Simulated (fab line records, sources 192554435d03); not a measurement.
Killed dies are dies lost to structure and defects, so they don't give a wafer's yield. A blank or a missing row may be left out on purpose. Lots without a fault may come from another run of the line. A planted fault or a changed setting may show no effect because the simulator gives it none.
Chamber matching | flow n5_finfet | N5_GATE_CUT_CMP_61 on cmp-02: 4 sister chambers
The step polishes, stops on SiNx, t overpolish 3 s. 4 wafers are shown with their chamber, then 7 later ones without.

WAFERS WITH THEIR CHAMBER
wafer  | chamber | motor_current_A (A)
L090.1 | 2       | 10.2
L090.6 | 1       | 13.7
L093.1 | 3       | 12.0
L093.2 | 0       | 12.0

WAFERS WITHOUT THEIR CHAMBER
wafer  | motor_current_A (A)
L093.6 | 10.3
L095.2 | 12.5
L095.3 | 12.0
L095.5 | 9.9
L097.4 | 13.8
L097.5 | 12.3
L097.6 | 11.7

WHICH CHAMBER EACH WENT THROUGH
wafer  | from the rows above     | in truth
L093.6 | 2                       | 2
L095.2 | can't be placed: 0 or 3 | 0
L095.3 | can't be placed: 0 or 3 | 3
L095.5 | 2                       | 2
L097.4 | 1                       | 1
L097.5 | can't be placed: 0 or 3 | 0
L097.6 | can't be placed: 0 or 3 | 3
Placed correctly: 3 of 7. Can't be placed from these rows: 4 (the true chamber is among the candidates in 4). Placed wrongly: 0.
How it was worked out, from the rows above alone: a wafer's distance from a chamber is the root of the sum, over the readings, of the square of ((its reading less the chamber's mean) divided by the reading's scatter). The wafer belongs to the nearest chamber; if the next one is less than 2 further off, it can't be placed. A chamber's mean is the mean of its shown wafers. The scatter: with one shown wafer a chamber, the root of the mean of the squares of how far each hidden wafer lies from its nearest shown one.
